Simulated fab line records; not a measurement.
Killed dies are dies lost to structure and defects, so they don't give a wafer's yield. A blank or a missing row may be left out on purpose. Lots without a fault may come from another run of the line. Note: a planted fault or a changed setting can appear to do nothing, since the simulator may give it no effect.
Chamber matching + flow nandHarc + 4 sister chambers for NHARC_P_GATE_STRIP_101 on rieDiel-11
The step strips in O2, time 20 s. 14 wafers are shown with their chamber, then 7 later ones without.

== EACH WAFER AND ITS CHAMBER ==
| wafer  | chamber | drypumpMotorCurrentA (A) | showerheadPlenumPTorr (Torr) | rfVppV (V) |
|--------|---------|--------------------------|------------------------------|------------|
| L738.1 | 1       | 5.2                      | 3.62                         | 58.4       |
| L738.2 | 2       | 5.7                      | 3.63                         | 58.6       |
| L738.3 | 0       | 5.7                      | 3.41                         | 58.8       |
| L739.1 | 1       | 5.1                      | 3.62                         | 59.4       |
| L739.2 | 0       | 5.7                      | 3.41                         | 59.3       |
| L739.6 | 1       | 5.2                      | 3.62                         | 58.6       |
| L755.2 | 0       | 5.7                      | 3.40                         | 57.0       |
| L755.3 | 2       | 5.7                      | 3.62                         | 57.0       |
| L755.4 | 3       | 6.4                      | 3.48                         | 56.9       |
| L756.3 | 0       | 5.7                      | 3.40                         | 58.5       |
| L756.5 | 0       | 5.7                      | 3.40                         | 57.4       |
| L756.6 | 2       | 5.7                      | 3.62                         | 57.5       |
| L758.1 | 1       | 5.2                      | 3.61                         | 57.4       |
| L758.5 | 2       | 5.7                      | 3.62                         | 58.0       |

SIGNATURES (averages over the wafers above)
| reading               | chamber 0 | chamber 1 | chamber 2 | chamber 3 | scatter within a chamber |
|-----------------------|-----------|-----------|-----------|-----------|--------------------------|
| drypumpMotorCurrentA  | 5.700     | 5.175     | 5.700     | 6.400     | 0.0274                   |
| showerheadPlenumPTorr | 3.4040    | 3.6175    | 3.6225    | 3.4800    | 0.0052                   |
| rfVppV                | 58.200    | 58.450    | 57.775    | 56.900    | 0.847                    |
Rule: for each reading, subtract the chamber's mean from the wafer's reading, divide by that reading's scatter and square the result; add these up over the readings and take the root, which gives the wafer's distance from the chamber. If the next closest chamber is less than 2 further off than the closest, the wafer can't be placed; otherwise it belongs to the closest. The scatter: the root of (the sum of the squares of (reading less its chamber's mean) over the shown wafers, divided by (wafers less chambers)).

== WAFERS WITHOUT THEIR CHAMBER ==
| wafer  | drypumpMotorCurrentA (A) | showerheadPlenumPTorr (Torr) | rfVppV (V) |
|--------|--------------------------|------------------------------|------------|
| L758.6 | 5.2                      | 3.61                         | 57.3       |
| L759.1 | 5.1                      | 3.61                         | 57.7       |
| L759.3 | 5.7                      | 3.62                         | 57.9       |
| L759.5 | 6.4                      | 3.48                         | 58.9       |
| L760.1 | 5.7                      | 3.40                         | 57.6       |
| L760.3 | 5.7                      | 3.62                         | 57.2       |
| L760.6 | 5.7                      | 3.40                         | 58.2       |

== CHAMBER TAKEN BY EACH ==
| wafer  | from the rows above | in truth |
|--------|---------------------|----------|
| L758.6 | 1                   | 1        |
| L759.1 | 1                   | 1        |
| L759.3 | 2                   | 2        |
| L759.5 | 3                   | 3        |
| L760.1 | 0                   | 0        |
| L760.3 | 2                   | 2        |
| L760.6 | 0                   | 0        |
Correctly placed: 7 of 7. From these rows, 0 cannot be placed. Wrongly placed: 0.
